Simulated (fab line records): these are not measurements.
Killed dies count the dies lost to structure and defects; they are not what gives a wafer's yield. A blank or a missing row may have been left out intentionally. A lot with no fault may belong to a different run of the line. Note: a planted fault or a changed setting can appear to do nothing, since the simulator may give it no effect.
Chamber matching    flow n5-finfet    N5_BEOL_M3_ETCHBACK_99 on rie-diel-03: 4 sister chambers
The step etches SiO2 in CHF3, target depth 5 nm, time 10.4 s. 18 wafers are shown with their chamber, then 9 later ones without.

WAFERS, EACH WITH ITS CHAMBER
wafer   chamber  drypump-motor-current-A (A)  showerhead-plenum-p-Torr (Torr)  throttle-valve-pct (%)
L074.3  1        5.8                          2.22                             16.94
L074.4  3        6.3                          2.28                             17.20
L074.5  3        6.3                          2.28                             17.20
L079.2  3        6.3                          2.28                             17.20
L079.3  1        5.8                          2.21                             16.93
L079.4  2        5.7                          2.17                             16.99
L080.2  3        6.3                          2.28                             17.21
L080.4  2        5.7                          2.17                             17.01
L080.5  1        5.8                          2.21                             16.93
L082.1  1        5.8                          2.21                             16.93
L082.2  0        5.4                          2.14                             17.50
L082.6  3        6.2                          2.28                             17.21
L087.1  3        6.3                          2.27                             17.23
L087.2  2        5.7                          2.17                             17.03
L087.3  1        5.8                          2.21                             16.96
L089.4  3        6.3                          2.27                             17.24
L089.5  1        5.8                          2.21                             16.94
L089.6  2        5.7                          2.17                             17.03

SIGNATURES, as means of the wafers listed above
reading                   chamber 0  chamber 1  chamber 2  chamber 3  scatter within a chamber
drypump-motor-current-A   5.400      5.800      5.700      6.286      0.0247
showerhead-plenum-p-Torr  2.1400     2.2117     2.1700     2.2771     0.00402
throttle-valve-pct        17.5000    16.9383    17.0150    17.2129    0.0154
Rule: distance of a wafer from a chamber = root of the sum over the readings of ((wafer's reading minus chamber's mean) / reading's scatter) squared. If the next closest chamber is less than 2 further off than the closest, the wafer can't be placed; otherwise it belongs to the closest. The scatter: take each reading less its chamber's mean, square it, sum over the shown wafers, divide by the number of wafers less the number of chambers, and take the root.

WAFERS MISSING THEIR CHAMBER
wafer   drypump-motor-current-A (A)  showerhead-plenum-p-Torr (Torr)  throttle-valve-pct (%)
L090.1  5.4                          2.14                             17.53
L090.2  5.8                          2.21                             16.95
L090.3  6.3                          2.27                             17.22
L094.2  5.4                          2.13                             17.55
L094.3  6.3                          2.27                             17.27
L094.6  5.8                          2.20                             16.98
L097.2  5.7                          2.16                             17.05
L097.3  5.4                          2.13                             17.55
L097.5  6.3                          2.26                             17.27

EACH ONE'S CHAMBER
wafer   from the rows above  in truth
L090.1  0                    0
L090.2  1                    1
L090.3  3                    3
L094.2  0                    0
L094.3  3                    3
L094.6  1                    1
L097.2  2                    2
L097.3  0                    0
L097.5  3                    3
Correct placement for 9 of the 9. Can't be placed from these rows: 0. Number placed wrongly: 0.
